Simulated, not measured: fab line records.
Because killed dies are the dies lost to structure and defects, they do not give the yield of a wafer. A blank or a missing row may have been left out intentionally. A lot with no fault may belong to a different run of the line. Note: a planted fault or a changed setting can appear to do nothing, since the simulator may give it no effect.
fab line records / flow n5Finfet
record: lots: 5 wafers: 15 lastDay: 18
route steps=1938 shown BEOL_M3@1001 BEOL_M4@1111
lots that met no fault: taken from a fault-free run of the same line
startH: start of the lot's first displayed wafer, in hours after the record's first day / waitH: hours since the lot's step before / " repeats the value in the row above / L1.1+2: several wafers, shown together as one row / - value missing, or start not given / * or withheld: withheld / < > ~ a bound
route shown NAME@n: NAME is a module with steps in the file, n the number in the route of the first one / usual: mean and standard deviation over wafers with no fault / same: alike in all rows / chamber/n: place in a boat / sites: the reading at each site / _std_site: standard deviation of those values / _edge_site: inner sites' mean taken away from outer sites' mean / radiusMm: for every site, how far away it sits from the centre of the wafer / mask NAME#n: copy n / behind: the most recent tool/chamber to have shaped the wafer / hold: what put the lot on hold/how long, in hours/how the hold closed / device: transistor that didn't switch, given as n, p or np / end of line: tests of these same wafers at the route's end / a step without rows: its recipe alone / killed: not the wafer's yield, but the dies lost to structure and defects at the first sort / map: a wafer's dies, marking killed ones x, the rest . and places with no die _
set.NAME: setting as actually run; set.NAME@STEP: the setting as run at that earlier step / model.NAME: the simulator's own value behind a step, which no gauge read
a table for each step, a row for each wafer; lots at some steps of the route
services: a tool's chamber out of use, with start hour (startH, from the record's first day; less than 0 if before it), hours out, and reason
== steps ==
step: N5_BEOL_M3_ANNEAL_87
recipe: tempC: 400 timeS: 240 ambient: vacuum
usual: heaterPowerW: 824/84
lot.wafer=L520.1 tool=pvdSputter-01 chamber=- startH=149.77 waitH=0.0 heaterPowerW=708
lot.wafer=L520.4 tool=pvdSputter-01 chamber=- startH=149.77 waitH=0.0 heaterPowerW=866
lot.wafer=L520.5 tool=pvdSputter-01 chamber=- startH=149.77 waitH=0.0 heaterPowerW=681
lot.wafer=L521.2 tool=pvdSputter-03 chamber=- startH=151.06 waitH=0.0 heaterPowerW=923
lot.wafer=L521.4 tool=pvdSputter-03 chamber=- startH=151.06 waitH=0.0 heaterPowerW=758
lot.wafer=L521.6 tool=pvdSputter-03 chamber=- startH=151.06 waitH=0.0 heaterPowerW=934
lot.wafer=L531.1 tool=pvdSputter-02 chamber=- startH=215.11 waitH=0.0 heaterPowerW=805
lot.wafer=L531.2 tool=pvdSputter-02 chamber=- startH=215.11 waitH=0.0 heaterPowerW=812
lot.wafer=L531.4 tool=pvdSputter-02 chamber=- startH=215.11 waitH=0.0 heaterPowerW=970
lot.wafer=L532.2 tool=pvdSputter-02 chamber=- startH=239.22 waitH=0.0 heaterPowerW=764
lot.wafer=L532.5 tool=pvdSputter-02 chamber=- startH=239.22 waitH=0.0 heaterPowerW=801
lot.wafer=L532.6 tool=pvdSputter-02 chamber=- startH=239.22 waitH=0.0 heaterPowerW=794
lot.wafer=L541.2 tool=pvdSputter-03 chamber=- startH=277.05 waitH=0.0 heaterPowerW=900
lot.wafer=L541.4 tool=pvdSputter-03 chamber=- startH=277.05 waitH=0.0 heaterPowerW=777
lot.wafer=L541.5 tool=pvdSputter-03 chamber=- startH=277.05 waitH=0.0 heaterPowerW=756
step: N5_BEOL_M3_SPUTTER_88
recipe: material: Cu targetThkA: 45 tempC: -20 chamberPressurePa: 0.07 powerW: withheld timeS: 8.29
step: N5_BEOL_M3_ANNEAL_89
recipe: tempC: 400 timeS: 240 ambient: vacuum
step: N5_BEOL_M3_SPUTTER_90
recipe: material: Cu targetThkA: 45 tempC: -20 chamberPressurePa: 0.07 powerW: withheld timeS: 8.29
step: N5_BEOL_M3_ANNEAL_91
recipe: tempC: 400 timeS: 240 ambient: vacuum
step: N5_BEOL_M3_SPUTTER_92
recipe: material: Cu targetThkA: 45 tempC: -20 chamberPressurePa: 0.07 powerW: withheld timeS: 8.29
usual: throttleValvePct: 30.1/0.76
lot.wafer=L520.1 tool=pvdSputter-01 chamber=- startH=150.35 waitH=0.1 throttleValvePct=31.0
lot.wafer=L520.4 tool=pvdSputter-01 chamber=- startH=150.35 waitH=0.1 throttleValvePct=29.3
lot.wafer=L520.5 tool=pvdSputter-01 chamber=- startH=150.35 waitH=0.1 throttleValvePct=30.9
lot.wafer=L521.2 tool=pvdSputter-03 chamber=- startH=151.64 waitH=0.1 throttleValvePct=29.2
lot.wafer=L521.4 tool=pvdSputter-03 chamber=- startH=151.64 waitH=0.1 throttleValvePct=30.9
lot.wafer=L521.6 tool=pvdSputter-03 chamber=- startH=151.64 waitH=0.1 throttleValvePct=29.4
lot.wafer=L531.1 tool=pvdSputter-02 chamber=- startH=215.69 waitH=0.1 throttleValvePct=30.9
lot.wafer=L531.2 tool=pvdSputter-02 chamber=- startH=215.69 waitH=0.1 throttleValvePct=30.8
lot.wafer=L531.4 tool=pvdSputter-02 chamber=- startH=215.69 waitH=0.1 throttleValvePct=29.8
lot.wafer=L532.2 tool=pvdSputter-02 chamber=- startH=239.80 waitH=0.1 throttleValvePct=30.4
lot.wafer=L532.5 tool=pvdSputter-02 chamber=- startH=239.80 waitH=0.1 throttleValvePct=30.6
lot.wafer=L532.6 tool=pvdSputter-02 chamber=- startH=239.80 waitH=0.1 throttleValvePct=30.6
lot.wafer=L541.2 tool=pvdSputter-03 chamber=- startH=277.63 waitH=0.1 throttleValvePct=28.7
lot.wafer=L541.4 tool=pvdSputter-03 chamber=- startH=277.63 waitH=0.1 throttleValvePct=30.0
lot.wafer=L541.5 tool=pvdSputter-03 chamber=- startH=277.63 waitH=0.1 throttleValvePct=30.1
step: N5_BEOL_M3_ANNEAL_93
recipe: tempC: 400 timeS: 240 ambient: vacuum
step: N5_BEOL_M3_SPUTTER_94
recipe: material: Cu targetThkA: 45 tempC: -20 chamberPressurePa: 0.07 powerW: withheld timeS: 8.29
step: N5_BEOL_M3_ANNEAL_95
recipe: tempC: 400 timeS: 240 ambient: vacuum
usual: heaterPowerW: 827/84
lot.wafer=L520.1 tool=pvdSputter-01 chamber=- startH=150.65 waitH=0.0 heaterPowerW=700
lot.wafer=L520.4 tool=pvdSputter-01 chamber=- startH=150.65 waitH=0.0 heaterPowerW=881
lot.wafer=L520.5 tool=pvdSputter-01 chamber=- startH=150.65 waitH=0.0 heaterPowerW=693
lot.wafer=L521.2 tool=pvdSputter-03 chamber=- startH=151.94 waitH=0.0 heaterPowerW=936
lot.wafer=L521.4 tool=pvdSputter-03 chamber=- startH=151.94 waitH=0.0 heaterPowerW=749
lot.wafer=L521.6 tool=pvdSputter-03 chamber=- startH=151.94 waitH=0.0 heaterPowerW=905
lot.wafer=L531.1 tool=pvdSputter-02 chamber=- startH=215.99 waitH=0.0 heaterPowerW=788
lot.wafer=L531.2 tool=pvdSputter-02 chamber=- startH=215.99 waitH=0.0 heaterPowerW=803
lot.wafer=L531.4 tool=pvdSputter-02 chamber=- startH=215.99 waitH=0.0 heaterPowerW=985
lot.wafer=L532.2 tool=pvdSputter-02 chamber=- startH=240.10 waitH=0.0 heaterPowerW=787
lot.wafer=L532.5 tool=pvdSputter-02 chamber=- startH=240.10 waitH=0.0 heaterPowerW=810
lot.wafer=L532.6 tool=pvdSputter-02 chamber=- startH=240.10 waitH=0.0 heaterPowerW=799
lot.wafer=L541.2 tool=pvdSputter-03 chamber=- startH=277.93 waitH=0.0 heaterPowerW=882
lot.wafer=L541.4 tool=pvdSputter-03 chamber=- startH=277.93 waitH=0.0 heaterPowerW=781
lot.wafer=L541.5 tool=pvdSputter-03 chamber=- startH=277.93 waitH=0.0 heaterPowerW=774
step: N5_BEOL_M3_SPUTTER_96
recipe: material: Cu targetThkA: 45 tempC: -20 chamberPressurePa: 0.07 powerW: withheld timeS: 8.29
usual: throttleValvePct: 30.1/0.77
lot.wafer=L520.1 tool=pvdSputter-01 chamber=- startH=150.79 waitH=0.1 throttleValvePct=30.8
lot.wafer=L520.4 tool=pvdSputter-01 chamber=- startH=150.79 waitH=0.1 throttleValvePct=29.1
lot.wafer=L520.5 tool=pvdSputter-01 chamber=- startH=150.79 waitH=0.1 throttleValvePct=30.8
lot.wafer=L521.2 tool=pvdSputter-03 chamber=- startH=152.08 waitH=0.1 throttleValvePct=29.4
lot.wafer=L521.4 tool=pvdSputter-03 chamber=- startH=152.08 waitH=0.1 throttleValvePct=30.8
lot.wafer=L521.6 tool=pvdSputter-03 chamber=- startH=152.08 waitH=0.1 throttleValvePct=29.1
lot.wafer=L531.1 tool=pvdSputter-02 chamber=- startH=216.13 waitH=0.1 throttleValvePct=30.6
lot.wafer=L531.2 tool=pvdSputter-02 chamber=- startH=216.13 waitH=0.1 throttleValvePct=30.6
lot.wafer=L531.4 tool=pvdSputter-02 chamber=- startH=216.13 waitH=0.1 throttleValvePct=30.0
lot.wafer=L532.2 tool=pvdSputter-02 chamber=- startH=240.24 waitH=0.1 throttleValvePct=30.4
lot.wafer=L532.5 tool=pvdSputter-02 chamber=- startH=240.24 waitH=0.1 throttleValvePct=30.8
lot.wafer=L532.6 tool=pvdSputter-02 chamber=- startH=240.24 waitH=0.1 throttleValvePct=31.0
lot.wafer=L541.2 tool=pvdSputter-03 chamber=- startH=278.07 waitH=0.1 throttleValvePct=28.7
lot.wafer=L541.4 tool=pvdSputter-03 chamber=- startH=278.07 waitH=0.1 throttleValvePct=29.9
lot.wafer=L541.5 tool=pvdSputter-03 chamber=- startH=278.07 waitH=0.1 throttleValvePct=29.8
step: N5_BEOL_M3_ECD_50
recipe: material: Cu targetThkA: 3000
step: N5_BEOL_M3_ANNEAL_51
recipe: tempC: 225 timeS: 90 ambient: N2
usual: wafer_temp_C_max: 226.1/0.68
lot.wafer=L520.1 tool=rtpAnneal-02 chamber=0 startH=150.99 waitH=0.1 wafer_temp_C_max=227.0
lot.wafer=L520.4 tool=rtpAnneal-02 chamber=0 startH=150.99 waitH=0.1 wafer_temp_C_max=227.1
lot.wafer=L520.5 tool=rtpAnneal-02 chamber=0 startH=150.99 waitH=0.1 wafer_temp_C_max=226.5
lot.wafer=L521.2 tool=rtpAnneal-02 chamber=0 startH=152.32 waitH=0.1 wafer_temp_C_max=227.1
lot.wafer=L521.4 tool=rtpAnneal-02 chamber=0 startH=152.32 waitH=0.1 wafer_temp_C_max=227.0
lot.wafer=L521.6 tool=rtpAnneal-02 chamber=0 startH=152.32 waitH=0.1 wafer_temp_C_max=227.2
lot.wafer=L531.1 tool=rtpAnneal-01 chamber=0 startH=216.43 waitH=0.2 wafer_temp_C_max=225.2
lot.wafer=L531.2 tool=rtpAnneal-01 chamber=0 startH=216.43 waitH=0.2 wafer_temp_C_max=225.5
lot.wafer=L531.4 tool=rtpAnneal-01 chamber=0 startH=216.43 waitH=0.2 wafer_temp_C_max=225.4
lot.wafer=L532.2 tool=rtpAnneal-01 chamber=0 startH=240.48 waitH=0.1 wafer_temp_C_max=225.8
lot.wafer=L532.5 tool=rtpAnneal-01 chamber=0 startH=240.48 waitH=0.1 wafer_temp_C_max=225.7
lot.wafer=L532.6 tool=rtpAnneal-01 chamber=0 startH=240.48 waitH=0.1 wafer_temp_C_max=225.9
lot.wafer=L541.2 tool=rtpAnneal-01 chamber=0 startH=278.31 waitH=0.1 wafer_temp_C_max=225.7
lot.wafer=L541.4 tool=rtpAnneal-01 chamber=0 startH=278.31 waitH=0.1 wafer_temp_C_max=225.5
lot.wafer=L541.5 tool=rtpAnneal-01 chamber=0 startH=278.31 waitH=0.1 wafer_temp_C_max=225.7
step: N5_BEOL_M3_CMP_52
recipe: stopOn: SiOC tOverpolishS: 6.8 downForcePsi: 1 platenRpm: 50 clearingPlatenDownForcePsi: 1.5 clearingPlatenRpm: 50 postCmpClean: cuAlkaline targetThkNm: 40 clearingPlatenPadVelocityMS: 0.99484 padVelocityMS: 0.99484
usual: barrierFieldEndpointS: 24.8/0.69 clearingPlatenDownForcePsi: 1.5003/0.0028 motorCurrentA: 6.2/0.51 overpolishRunS: 6.800/0.0085 slurryFilterDpKPa: 13.48/0.14 timeToEndpointS: 63/3.9
same: tOverpolishS: 6.8
lot.wafer=L520.1 tool=cmp-03 chamber=2 startH=151.32 waitH=0.3 barrierFieldEndpointS=24.4 clearingPlatenDownForcePsi=1.4964 motorCurrentA=7.5 overpolishRunS=6.785 slurryFilterDpKPa=13.52 timeToEndpointS=60 model.Cu_of_BEOL_M3_ECD_50.thkNm=36.4 model.SiOC_of_BEOL_M3_ILD_DEP_00.thkNm=73.4
lot.wafer=L520.4 tool=cmp-03 chamber=0 startH=151.32 waitH=0.3 barrierFieldEndpointS=25.4 clearingPlatenDownForcePsi=1.4991 motorCurrentA=6.3 overpolishRunS=6.795 slurryFilterDpKPa=13.70 timeToEndpointS=61 model.Cu_of_BEOL_M3_ECD_50.thkNm=40.8 model.SiOC_of_BEOL_M3_ILD_DEP_00.thkNm=75.6
lot.wafer=L520.5 tool=cmp-03 chamber=1 startH=151.32 waitH=0.3 barrierFieldEndpointS=25.0 clearingPlatenDownForcePsi=1.5033 motorCurrentA=5.2 overpolishRunS=6.795 slurryFilterDpKPa=13.48 timeToEndpointS=62 model.Cu_of_BEOL_M3_ECD_50.thkNm=40.8 model.SiOC_of_BEOL_M3_ILD_DEP_00.thkNm=75.4
lot.wafer=L521.4 tool=cmp-04 chamber=3 startH=152.57 waitH=0.1 barrierFieldEndpointS=25.0 clearingPlatenDownForcePsi=1.4948 motorCurrentA=6.4 overpolishRunS=6.800 slurryFilterDpKPa=13.34 timeToEndpointS=63 model.Cu_of_BEOL_M3_ECD_50.thkNm=41.8 model.SiOC_of_BEOL_M3_ILD_DEP_00.thkNm=76.8
lot.wafer=L521.2 tool=cmp-04 chamber=1 startH=152.57 waitH=0.1 barrierFieldEndpointS=24.4 clearingPlatenDownForcePsi=1.4995 motorCurrentA=5.8 overpolishRunS=6.802 slurryFilterDpKPa=13.78 timeToEndpointS=64 model.Cu_of_BEOL_M3_ECD_50.thkNm=38.4 model.SiOC_of_BEOL_M3_ILD_DEP_00.thkNm=75
lot.wafer=L521.6 tool=cmp-04 chamber=0 startH=152.57 waitH=0.1 barrierFieldEndpointS=24.9 clearingPlatenDownForcePsi=1.4978 motorCurrentA=5.8 overpolishRunS=6.806 slurryFilterDpKPa=13.52 timeToEndpointS=65 model.Cu_of_BEOL_M3_ECD_50.thkNm=43 model.SiOC_of_BEOL_M3_ILD_DEP_00.thkNm=77.4
lot.wafer=L531.2 tool=cmp-04 chamber=2 startH=216.73 waitH=0.2 barrierFieldEndpointS=24.3 clearingPlatenDownForcePsi=1.5025 motorCurrentA=6.1 overpolishRunS=6.788 slurryFilterDpKPa=13.46 timeToEndpointS=62 model.Cu_of_BEOL_M3_ECD_50.thkNm=38.2 model.SiOC_of_BEOL_M3_ILD_DEP_00.thkNm=74.2
lot.wafer=L531.4 tool=cmp-04 chamber=3 startH=216.73 waitH=0.2 barrierFieldEndpointS=13.0 clearingPlatenDownForcePsi=1.5024 motorCurrentA=6.2 overpolishRunS=6.807 slurryFilterDpKPa=13.49 timeToEndpointS=33 model.Cu_of_BEOL_M3_ECD_50.thkNm=37.4 model.SiOC_of_BEOL_M3_ILD_DEP_00.thkNm=74.4
lot.wafer=L531.1 tool=cmp-04 chamber=0 startH=216.73 waitH=0.2 barrierFieldEndpointS=13.4 clearingPlatenDownForcePsi=1.5004 motorCurrentA=5.8 overpolishRunS=6.791 slurryFilterDpKPa=13.32 timeToEndpointS=38 model.Cu_of_BEOL_M3_ECD_50.thkNm=35.6 model.SiOC_of_BEOL_M3_ILD_DEP_00.thkNm=71.4
lot.wafer=L532.2 tool=cmp-03 chamber=1 startH=240.85 waitH=0.3 barrierFieldEndpointS=24.5 clearingPlatenDownForcePsi=1.4994 motorCurrentA=5.3 overpolishRunS=6.786 slurryFilterDpKPa=13.49 timeToEndpointS=66 model.Cu_of_BEOL_M3_ECD_50.thkNm=40.2 model.SiOC_of_BEOL_M3_ILD_DEP_00.thkNm=76.2
lot.wafer=L532.5 tool=cmp-03 chamber=2 startH=240.85 waitH=0.3 barrierFieldEndpointS=25.0 clearingPlatenDownForcePsi=1.4994 motorCurrentA=6.8 overpolishRunS=6.798 slurryFilterDpKPa=13.34 timeToEndpointS=63 model.Cu_of_BEOL_M3_ECD_50.thkNm=40.6 model.SiOC_of_BEOL_M3_ILD_DEP_00.thkNm=77
lot.wafer=L532.6 tool=cmp-03 chamber=3 startH=240.85 waitH=0.3 barrierFieldEndpointS=24.1 clearingPlatenDownForcePsi=1.5031 motorCurrentA=6.0 overpolishRunS=6.799 slurryFilterDpKPa=14.01 timeToEndpointS=64 model.Cu_of_BEOL_M3_ECD_50.thkNm=40.6 model.SiOC_of_BEOL_M3_ILD_DEP_00.thkNm=76.4
lot.wafer=L541.2 tool=cmp-01 chamber=0 startH=278.60 waitH=0.2 barrierFieldEndpointS=23.6 clearingPlatenDownForcePsi=1.5021 motorCurrentA=6.5 overpolishRunS=6.795 slurryFilterDpKPa=13.47 timeToEndpointS=54 model.Cu_of_BEOL_M3_ECD_50.thkNm=37 model.SiOC_of_BEOL_M3_ILD_DEP_00.thkNm=75
lot.wafer=L541.4 tool=cmp-01 chamber=1 startH=278.60 waitH=0.2 barrierFieldEndpointS=24.8 clearingPlatenDownForcePsi=1.4963 motorCurrentA=5.2 overpolishRunS=6.796 slurryFilterDpKPa=13.29 timeToEndpointS=62 model.Cu_of_BEOL_M3_ECD_50.thkNm=39.8 model.SiOC_of_BEOL_M3_ILD_DEP_00.thkNm=76.4
lot.wafer=L541.5 tool=cmp-01 chamber=0 startH=278.60 waitH=0.2 barrierFieldEndpointS=24.6 clearingPlatenDownForcePsi=1.5058 motorCurrentA=6.3 overpolishRunS=6.792 slurryFilterDpKPa=13.35 timeToEndpointS=58 model.Cu_of_BEOL_M3_ECD_50.thkNm=38.2 model.SiOC_of_BEOL_M3_ILD_DEP_00.thkNm=75.6
step: N5_BEOL_M4_RC_MEAS_101
usual: DIBL_N: 36.2/1.6 DIBL_P: 36.5/1.9 IOFF_N: 0.158/0.027 IOFF_P: 0.21/0.038 ION_N: 675/12 ION_P: 464/8.9 SS_N: 71.5/0.61 SS_P: 73.4/0.59 VT_N: 250.4/3 VT_P: -250/3.6
lot.wafer=L521.2 tool=prober-01 chamber=0 startH=164.55 waitH=0.2 DIBL_N[mV/V]=37.2 DIBL_P[mV/V]=37.7 IOFF_N[nA/um]=0.177 IOFF_P[nA/um]=0.24 ION_N[uA/um]=689 ION_P[uA/um]=471 SS_N[mV/dec]=72.6 SS_P[mV/dec]=73.8 VT_N[mV]=247.7 VT_P[mV]=-247
lot.wafer=L521.4 tool=prober-01 chamber=0 startH=164.55 waitH=0.2 DIBL_N[mV/V]=36.0 DIBL_P[mV/V]=36.2 IOFF_N[nA/um]=0.144 IOFF_P[nA/um]=0.21 ION_N[uA/um]=675 ION_P[uA/um]=467 SS_N[mV/dec]=70.5 SS_P[mV/dec]=73.4 VT_N[mV]=252.2 VT_P[mV]=-250
lot.wafer=L521.6 tool=prober-01 chamber=0 startH=164.55 waitH=0.2 DIBL_N[mV/V]=37.2 DIBL_P[mV/V]=38.0 IOFF_N[nA/um]=0.173 IOFF_P[nA/um]=0.25 ION_N[uA/um]=684 ION_P[uA/um]=471 SS_N[mV/dec]=72.0 SS_P[mV/dec]=73.7 VT_N[mV]=250.8 VT_P[mV]=-247
lot.wafer=L520.1 tool=prober-02 chamber=0 startH=167.19 waitH=0.0 DIBL_N[mV/V]=36.5 DIBL_P[mV/V]=37.6 IOFF_N[nA/um]=0.160 IOFF_P[nA/um]=0.24 ION_N[uA/um]=673 ION_P[uA/um]=467 SS_N[mV/dec]=72.0 SS_P[mV/dec]=73.2 VT_N[mV]=250.8 VT_P[mV]=-250
lot.wafer=L520.4 tool=prober-02 chamber=0 startH=167.19 waitH=0.0 DIBL_N[mV/V]=36.1 DIBL_P[mV/V]=37.2 IOFF_N[nA/um]=0.158 IOFF_P[nA/um]=0.22 ION_N[uA/um]=674 ION_P[uA/um]=460 SS_N[mV/dec]=70.8 SS_P[mV/dec]=73.3 VT_N[mV]=249.6 VT_P[mV]=-251
lot.wafer=L520.5 tool=prober-02 chamber=0 startH=167.19 waitH=0.0 DIBL_N[mV/V]=35.6 DIBL_P[mV/V]=36.8 IOFF_N[nA/um]=0.149 IOFF_P[nA/um]=0.21 ION_N[uA/um]=672 ION_P[uA/um]=464 SS_N[mV/dec]=71.8 SS_P[mV/dec]=72.6 VT_N[mV]=252.1 VT_P[mV]=-249
lot.wafer=L531.1 tool=prober-01 chamber=0 startH=227.46 waitH=0.0 DIBL_N[mV/V]=36.1 DIBL_P[mV/V]=36.1 IOFF_N[nA/um]=0.162 IOFF_P[nA/um]=0.20 ION_N[uA/um]=683 ION_P[uA/um]=463 SS_N[mV/dec]=71.3 SS_P[mV/dec]=73.5 VT_N[mV]=247.1 VT_P[mV]=-251
lot.wafer=L531.2 tool=prober-01 chamber=0 startH=227.46 waitH=0.0 DIBL_N[mV/V]=36.6 DIBL_P[mV/V]=36.7 IOFF_N[nA/um]=0.168 IOFF_P[nA/um]=0.20 ION_N[uA/um]=682 ION_P[uA/um]=462 SS_N[mV/dec]=71.3 SS_P[mV/dec]=73.3 VT_N[mV]=247.3 VT_P[mV]=-246
lot.wafer=L531.4 tool=prober-01 chamber=0 startH=227.46 waitH=0.0 DIBL_N[mV/V]=37.8 DIBL_P[mV/V]=39.3 IOFF_N[nA/um]=0.206 IOFF_P[nA/um]=0.26 ION_N[uA/um]=706 ION_P[uA/um]=486 SS_N[mV/dec]=71.6 SS_P[mV/dec]=74.4 VT_N[mV]=245.4 VT_P[mV]=-246
lot.wafer=L532.2 tool=prober-02 chamber=0 startH=251.92 waitH=0.2 DIBL_N[mV/V]=37.5 DIBL_P[mV/V]=36.8 IOFF_N[nA/um]=0.179 IOFF_P[nA/um]=0.19 ION_N[uA/um]=681 ION_P[uA/um]=457 SS_N[mV/dec]=71.9 SS_P[mV/dec]=73.6 VT_N[mV]=247.8 VT_P[mV]=-254
lot.wafer=L532.5 tool=prober-02 chamber=0 startH=251.92 waitH=0.2 DIBL_N[mV/V]=36.1 DIBL_P[mV/V]=36.3 IOFF_N[nA/um]=0.158 IOFF_P[nA/um]=0.19 ION_N[uA/um]=672 ION_P[uA/um]=458 SS_N[mV/dec]=71.3 SS_P[mV/dec]=73.7 VT_N[mV]=247.3 VT_P[mV]=-254
lot.wafer=L532.6 tool=prober-02 chamber=0 startH=251.92 waitH=0.2 DIBL_N[mV/V]=38.3 DIBL_P[mV/V]=38.2 IOFF_N[nA/um]=0.206 IOFF_P[nA/um]=0.22 ION_N[uA/um]=679 ION_P[uA/um]=458 SS_N[mV/dec]=71.7 SS_P[mV/dec]=73.7 VT_N[mV]=246.7 VT_P[mV]=-253
lot.wafer=L541.2 tool=prober-02 chamber=0 startH=302.73 waitH=0.2 DIBL_N[mV/V]=36.4 DIBL_P[mV/V]=36.0 IOFF_N[nA/um]=0.164 IOFF_P[nA/um]=0.18 ION_N[uA/um]=670 ION_P[uA/um]=446 SS_N[mV/dec]=71.3 SS_P[mV/dec]=72.3 VT_N[mV]=248.3 VT_P[mV]=-250
lot.wafer=L541.4 tool=prober-02 chamber=0 startH=302.73 waitH=0.2 DIBL_N[mV/V]=36.4 DIBL_P[mV/V]=36.8 IOFF_N[nA/um]=0.172 IOFF_P[nA/um]=0.21 ION_N[uA/um]=681 ION_P[uA/um]=463 SS_N[mV/dec]=71.4 SS_P[mV/dec]=72.8 VT_N[mV]=247.4 VT_P[mV]=-251
lot.wafer=L541.5 tool=prober-02 chamber=0 startH=302.73 waitH=0.2 DIBL_N[mV/V]=35.2 DIBL_P[mV/V]=35.0 IOFF_N[nA/um]=0.146 IOFF_P[nA/um]=0.17 ION_N[uA/um]=661 ION_P[uA/um]=454 SS_N[mV/dec]=71.2 SS_P[mV/dec]=72.1 VT_N[mV]=250.7 VT_P[mV]=-253
== services ==
tool=cmp-01 chamber=- startH=139.82 hours=0.6 kind=repair
tool=cmp-01 chamber=- startH=150.76 hours=0.7 kind=repair
tool=pvdSputter-02 chamber=- startH=151.48 hours=2.4 kind=repair
tool=cmp-04 chamber=- startH=160.14 hours=5.4 kind=pm
tool=cmp-01 chamber=- startH=174.40 hours=0.5 kind=repair
tool=cmp-01 chamber=- startH=194.96 hours=4.0 kind=pm
tool=cmp-03 chamber=- startH=218.16 hours=5.0 kind=pm
tool=cmp-03 chamber=- startH=229.65 hours=4.0 kind=pm
tool=cmp-03 chamber=- startH=233.65 hours=- kind=consumableReplace:conditioner
tool=cmp-03 chamber=- startH=233.65 hours=- kind=consumableReplace:pad
tool=cmp-01 chamber=- startH=239.72 hours=3.3 kind=repair
tool=cmp-04 chamber=- startH=251.10 hours=1.2 kind=repair
tool=cmp-04 chamber=- startH=254.99 hours=2.5 kind=repair
tool=cmp-01 chamber=- startH=258.12 hours=0.5 kind=repair
== key ==
firstSign: step: N5_BEOL_M3_CMP_52 reading: barrierFieldEndpointS direction: down sigmas: 17 usual: 24.8 struck: 13.2
effect: step: N5_BEOL_M3_CMP_52 reading: timeToEndpointS direction: down sigmas: 7.1 usual: * struck: *
modelEffect: step: N5_BEOL_M3_CMP_52 value: Cu_of_BEOL_M3_ECD_50.thkNm without: 38.9 struck: 36.5
metAt N5_BEOL_M3_CMP_52
struckWafers L531.1,L531.4
onsetBetween 152.57 216.73
fault: kind: processParameterDrift tool: cmp-04 chamber: - onsetH: 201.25 steps: N5_BEOL_M3_CMP_52 channel: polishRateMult offset: 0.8 shape: step endH: 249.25 scope: struckWafersOnly
